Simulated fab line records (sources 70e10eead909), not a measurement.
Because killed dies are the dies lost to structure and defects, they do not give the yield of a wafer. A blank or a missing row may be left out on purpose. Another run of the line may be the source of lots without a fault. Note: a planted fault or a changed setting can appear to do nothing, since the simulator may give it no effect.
Matching of chambers + flow nandHarc + rieDiel-11 running NHARC_A_WL_FILL_STRIP_29: 4 sister chambers
The step strips in O2, time 20 s. 18 wafers are shown with their chamber, then 8 later ones without.

EACH WAFER AND ITS CHAMBER
| wafer  | chamber | showerheadPlenumPTorr (Torr) | rfVppV (V) | oesProductAu (a.u.) |
|--------|---------|------------------------------|------------|---------------------|
| L600.2 | 0       | 3.39                         | 57.7       | 1.002               |
| L600.3 | 2       | 3.35                         | 57.6       | 1.003               |
| L600.6 | 2       | 3.35                         | 56.4       | 1.012               |
| L603.3 | 3       | 3.38                         | 58.0       | 1.002               |
| L603.4 | 1       | 3.71                         | 56.9       | 0.990               |
| L603.6 | 2       | 3.35                         | 58.1       | 0.996               |
| L602.1 | 0       | 3.39                         | 56.0       | 0.994               |
| L602.3 | 1       | 3.71                         | 59.5       | 0.993               |
| L602.4 | 3       | 3.38                         | 56.3       | 0.994               |
| L606.4 | 0       | 3.39                         | 56.9       | 1.013               |
| L606.5 | 2       | 3.35                         | 57.3       | 1.004               |
| L606.6 | 1       | 3.71                         | 58.7       | 0.999               |
| L611.2 | 1       | 3.71                         | 57.1       | 0.998               |
| L611.3 | 2       | 3.35                         | 58.7       | 1.006               |
| L616.1 | 1       | 3.71                         | 58.6       | 1.009               |
| L616.5 | 3       | 3.37                         | 58.0       | 1.005               |
| L616.6 | 0       | 3.39                         | 58.0       | 1.012               |
| L618.1 | 1       | 3.71                         | 58.4       | 1.007               |

SIGNATURES (means of the wafers above)
| reading               | chamber 0 | chamber 1 | chamber 2 | chamber 3 | scatter within a chamber |
|-----------------------|-----------|-----------|-----------|-----------|--------------------------|
| showerheadPlenumPTorr | 3.3900    | 3.7100    | 3.3500    | 3.3767    | 0.00218                  |
| rfVppV                | 57.150    | 58.200    | 57.620    | 57.433    | 0.94                     |
| oesProductAu          | 1.00525   | 0.99933   | 1.00420   | 1.00033   | 0.00718                  |
Rule: a wafer's distance from a chamber is the root of the sum, over the readings, of the square of ((its reading less the chamber's mean) divided by the reading's scatter). The wafer belongs to the nearest chamber; if the next one is less than 2 further off, it can't be placed. The scatter is the square root of a quotient: the sum, over the shown wafers, of each reading's squared deviation from its chamber's mean, divided by wafers minus chambers.

WAFERS WITH NO CHAMBER GIVEN
| wafer  | showerheadPlenumPTorr (Torr) | rfVppV (V) | oesProductAu (a.u.) |
|--------|------------------------------|------------|---------------------|
| L618.3 | 3.39                         | 57.6       | 1.016               |
| L618.6 | 3.37                         | 56.7       | 1.009               |
| L619.3 | 3.35                         | 57.0       | 1.004               |
| L619.5 | 3.71                         | 58.2       | 1.002               |
| L619.6 | 3.39                         | 56.9       | 1.011               |
| L622.1 | 3.71                         | 59.6       | 1.008               |
| L622.2 | 3.35                         | 58.4       | 0.997               |
| L622.3 | 3.37                         | 58.0       | 1.004               |

CHAMBER TAKEN BY EACH
| wafer  | from the rows above | in truth |
|--------|---------------------|----------|
| L618.3 | 0                   | 0        |
| L618.6 | 3                   | 3        |
| L619.3 | 2                   | 2        |
| L619.5 | 1                   | 1        |
| L619.6 | 0                   | 0        |
| L622.1 | 1                   | 1        |
| L622.2 | 2                   | 2        |
| L622.3 | 3                   | 3        |
8 of 8 placed correctly. Number that these rows cannot place: 0. Placed wrongly: 0.
